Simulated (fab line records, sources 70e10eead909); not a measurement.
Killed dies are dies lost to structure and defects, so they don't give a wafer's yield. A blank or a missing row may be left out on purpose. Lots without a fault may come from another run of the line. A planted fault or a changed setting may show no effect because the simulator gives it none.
Chamber matching | flow nand_harc | NHARC_A_CHANNEL_HOLE_D2_DEP_01 on pecvd-01: 3 sister chambers
The step deposits SiON, target thk 140 nm. 6 wafers are shown with their chamber, then 9 later ones without.

WAFERS WITH THEIR CHAMBER
wafer  | chamber | heater_power_w (W)
L310.5 | 2       | 931
L315.4 | 0       | 728
L315.5 | 2       | 995
L316.2 | 0       | 713
L316.3 | 1       | 845
L316.4 | 1       | 859

WAFERS WITHOUT THEIR CHAMBER
wafer  | heater_power_w (W)
L322.1 | 843
L322.5 | 699
L322.6 | 836
L325.1 | 941
L325.5 | 680
L325.6 | 841
L326.1 | 706
L326.2 | 981
L326.6 | 949

WHICH CHAMBER EACH WENT THROUGH
wafer  | from the rows above | in truth
L322.1 | 1                   | 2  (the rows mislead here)
L322.5 | 0                   | 0
L322.6 | 1                   | 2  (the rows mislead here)
L325.1 | 2                   | 2
L325.5 | 0                   | 0
L325.6 | 1                   | 1
L326.1 | 0                   | 0
L326.2 | 2                   | 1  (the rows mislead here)
L326.6 | 2                   | 2
Placed correctly: 6 of 9. Can't be placed from these rows: 0. Placed wrongly: 3.
How it was worked out, from the rows above alone: a wafer's distance from a chamber is the root of the sum, over the readings, of the square of ((its reading less the chamber's mean) divided by the reading's scatter). The wafer belongs to the nearest chamber; if the next one is less than 2 further off, it can't be placed. A chamber's mean is the mean of its shown wafers. The scatter: the root of (the sum of the squares of (reading less its chamber's mean) over the shown wafers, divided by (wafers less chambers)).
